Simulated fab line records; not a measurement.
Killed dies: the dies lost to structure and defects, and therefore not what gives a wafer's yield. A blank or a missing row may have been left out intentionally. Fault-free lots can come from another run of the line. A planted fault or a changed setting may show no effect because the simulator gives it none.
Matching of chambers -- flow n5_finfet -- N5_HKMG_FIN_PWFM_ALD_03 on ald_metal-04 has 4 sister chambers
The step deposits TiN, target thk 2 nm, pulse time 1 s, purge time 3 s. 4 wafers are shown with their chamber, then 7 later ones without.

## WAFERS, EACH WITH ITS CHAMBER
wafer,chamber,heater_power_w (W)
L086.3,0,895
L088.3,1,848
L090.2,3,777
L090.3,2,886

## WAFERS WHOSE CHAMBER IS MISSING
wafer,heater_power_w (W)
L090.6,773
L092.2,784
L092.3,878
L092.4,820
L097.2,771
L097.4,904
L097.5,886

## THE CHAMBER EACH PASSED THROUGH
wafer,from the rows above,in truth
L090.6,3,3
L092.2,3,3
L092.3,can't be placed: 2 or 0 or 1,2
L092.4,can't be placed: 1 or 3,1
L097.2,3,3
L097.4,can't be placed: 0 or 2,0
L097.5,can't be placed: 2 or 0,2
Placed correctly: 3 of 7. Unplaceable from these rows: 4, with the true chamber sitting among the candidates in 4. Wrongly placed: 0.
How it was worked out, from the rows above alone: a wafer's distance from a chamber is the root of the sum, over the readings, of the square of ((its reading less the chamber's mean) divided by the reading's scatter). The wafer belongs to the nearest chamber; if the next one is less than 2 further off, it can't be placed. A chamber's mean is the mean of its shown wafers. The scatter: root of mean squared gap, hidden wafer to nearest shown wafer, with one shown wafer a chamber.
